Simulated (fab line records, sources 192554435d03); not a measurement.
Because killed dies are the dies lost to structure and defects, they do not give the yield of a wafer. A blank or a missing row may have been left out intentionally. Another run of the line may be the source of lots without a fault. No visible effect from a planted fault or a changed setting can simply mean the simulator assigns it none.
Chamber matching -- flow n5 finfet -- N5_BEOL_M2_CO_CAP_55 on cvd co-02 has 3 sister chambers
The step material Co, precursor CCTBA/H2, target thk 2 nm, time 102.1 s. 27 wafers are shown with their chamber, then 12 later ones without.

== EACH WAFER AND ITS CHAMBER ==
wafer,chamber,heater power outer w (W),heater power w (W)
L074.3,1,119,241
L074.4,1,122,246
L074.5,0,114,209
L076.1,2,159,250
L076.3,0,114,207
L076.4,2,157,257
L077.1,1,120,252
L077.3,0,109,212
L077.6,1,124,245
L080.1,1,119,246
L080.3,2,160,263
L080.5,0,111,212
L081.1,0,114,204
L081.2,2,158,253
L081.5,2,158,257
L084.2,0,115,206
L084.4,1,122,247
L084.5,0,114,211
L087.1,2,161,256
L087.2,1,122,246
L087.3,0,116,215
L087.4,2,158,264
L087.5,1,122,250
L087.6,0,113,204
L090.1,1,124,254
L090.2,0,114,212
L090.3,2,160,257

SIGNATURES (averages over the wafers above)
reading,chamber 0,chamber 1,chamber 2,scatter within a chamber
heater power outer w,113.40,121.56,158.88,1.8
heater power w,209.20,247.44,257.12,4.11
Rule: distance of a wafer from a chamber = root of the sum over the readings of ((wafer's reading minus chamber's mean) / reading's scatter) squared. The wafer belongs to the nearest chamber; if the next one is less than 2 further off, it can't be placed. How the scatter is found: for the shown wafers, subtract from each reading the mean of its chamber, square and add these, divide the total by (wafers less chambers), then take the root.

== WAFERS WITH NO CHAMBER GIVEN ==
wafer,heater power outer w (W),heater power w (W)
L090.4,113,212
L090.5,155,253
L090.6,125,245
L089.2,156,259
L089.3,122,244
L089.5,154,264
L094.1,120,250
L094.3,114,206
L094.4,154,259
L096.3,113,208
L096.4,112,207
L096.5,157,267

== WHICH CHAMBER EACH ONE RAN IN ==
wafer,from the rows above,in truth
L090.4,0,0
L090.5,2,2
L090.6,1,1
L089.2,2,2
L089.3,1,1
L089.5,2,2
L094.1,1,1
L094.3,0,0
L094.4,2,2
L096.3,0,0
L096.4,0,0
L096.5,2,2
12 of 12 placed correctly. From these rows, 0 cannot be placed. Number placed wrongly: 0.
